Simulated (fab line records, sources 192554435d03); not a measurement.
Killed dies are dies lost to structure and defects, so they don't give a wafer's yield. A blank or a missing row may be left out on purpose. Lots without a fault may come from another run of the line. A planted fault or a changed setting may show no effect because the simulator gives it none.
A struck lot beside a sound one | flow n5_finfet | 16 steps out of a route of 1938
Sound: wafers L202.2, L202.4, L202.5. Struck: wafer L210.5. (L210.2, L210.6 of the same lot were not struck and are left out.) The cause comes at the end.
At each step with rows: each side's tool, then ch and its chambers, then its first start. Under that, the readings that differ: sound wafers | struck wafers | difference of the means | sigmas: that difference in standard deviations of wafers without a fault.
alike: readings whose means differ by less than 2 such deviations, and words and numbers that are the same on both sides. not compared: withheld readings, readings that some wafer has no value for, bounds like >300 that may hide the same value, and numbers for which the record gives no deviation and whose values overlap.
The two part at a step that has a row with sigmas, a row that says differs or no value, or rows on one side only. Numbers that don't overlap but have no deviation are shown without sigmas and don't part them. A reading that every wafer of one side lacks parts them only if that side has two wafers or more.

N5_HKMG_FIN_STRIP_60: strips in N2/H2, time 360 s.
  sound on plasma_asher-01 ch 0,1, day 4 13:30; struck on plasma_asher-01 ch 0, day 6 13:32
  reading            | sound       | struck | difference | sigmas
  heater_power_w (W) | 409 503 494 | 397    | -72        | -2
  alike: drypump_motor_current_A
  not compared: rf_hours_counter_h
then, 2 steps without rows for these wafers: N5_HKMG_FIN_WET_ETCH_77 (etches La2O3 in dHCl, stops on HfO2, target depth 2 nm); N5_HKMG_FIN_WET_ETCH_78 (etches Al2O3 in dNH4OH, stops on La2O3, target depth 4.5 nm, rinse time 30 s).
N5_HKMG_FIN_ALD_79: deposits TiN, target thk 1.5 nm, pulse time 1 s, purge time 3 s.
  sound on ald_metal-01 ch 0,2, day 4 13:59; struck on ald_metal-04 ch 2, day 6 14:01
  reading                  | sound       | struck | difference | sigmas
  heater_power_outer_w (W) | 564 472 555 | 630    | +100       | +2
  heater_power_w (W)       | 847 817 870 | 1016   | +171       | +3
  alike: precursor_pulse_height_rel, susceptor_temp_C
  not compared: ald_cycles
N5_HKMG_FIN_CVD_62: deposits a-Si from Si2H6, target thk 3 nm, time 20.8 s.
  sound on thermal_cvd_si-02 ch 0,1,2, day 4 14:21; struck on thermal_cvd_si-02 ch 2, day 6 14:23
  alike: heater_power_outer_w, heater_power_w, susceptor_temp_C
then, 5 steps without rows for these wafers: N5_HKMG_FIN_RTA_80 (time 2 s); N5_HKMG_FIN_PRECLEAN_64 (cleans in dHF, time 30 s); N5_HKMG_FIN_WET_ETCH_65 (etches a-Si in TMAH, stops on TiN, time 49 s, target depth 3 nm); N5_HKMG_FIN_WET_ETCH_81 (etches TiN in SC1, stops on HfO2, time 57 s, target depth 6 nm); N5_HKMG_FIN_WET_ETCH_82 (etches La2O3 in dHCl, stops on HfO2, target depth 2 nm, rinse time 30 s).
N5_HKMG_FIN_ALD_36: deposits TiN, target thk 1 nm, pulse time 1 s, purge time 3 s.
  sound on ald_metal-03 ch 0,1,3, day 4 14:45; struck on ald_metal-04 ch 0, day 6 14:47
  alike: heater_power_outer_w, heater_power_w, precursor_pulse_height_rel, susceptor_temp_C
  not compared: ald_cycles
N5_HKMG_FIN_THK_MEAS_70: measures by xrf.
  sound on film_metro-01, day 4 15:02; struck on film_metro-01, day 6 15:04
  alike: HK_THK
N5_HKMG_FIN_PWFM_ALD_03: deposits TiN, target thk 2 nm, pulse time 1 s, purge time 3 s.
  sound on ald_metal-03 ch 0,2,3, day 4 15:04; struck on ald_metal-03 ch 2, day 6 15:06
  reading                    | sound             | struck | difference | sigmas
  ald_cycles                 | 91 91 91          | 83     | -8         |
  precursor_pulse_height_rel | 0.980 1.007 0.992 | 1.042  | +0.049     | +2
  alike: heater_power_outer_w, heater_power_w
  not compared: susceptor_temp_C
then, 1 step without rows for these wafers: N5_HKMG_FIN_COAT_29 (time 60 s, resist thk 300 nm).
-- the record jumps here: 4 days lie between the struck wafers' starts before and after (it left off in module HKMG_FIN and takes up again in module BEOL_M4, whose first step shown is number 1111 of the route) --
N5_BEOL_M4_RC_MEAS_101:
  sound on prober-01 ch 0, day 9 06:07; struck on prober-01 ch 0, day 10 15:29
  alike: DIBL_N, DIBL_P, IOFF_N, IOFF_P, ION_N, ION_P, SS_N, SS_P, VT_N, VT_P
then, 1 step without rows for these wafers: N5_PASSIVATION_PROBE_49.

WHERE THEY PART
First at N5_HKMG_FIN_STRIP_60; last, within this record, at N5_HKMG_FIN_PWFM_ALD_03. Later steps at which nothing parts them and some readings are alike: N5_BEOL_M4_RC_MEAS_101.

WHY: what the simulator had put in
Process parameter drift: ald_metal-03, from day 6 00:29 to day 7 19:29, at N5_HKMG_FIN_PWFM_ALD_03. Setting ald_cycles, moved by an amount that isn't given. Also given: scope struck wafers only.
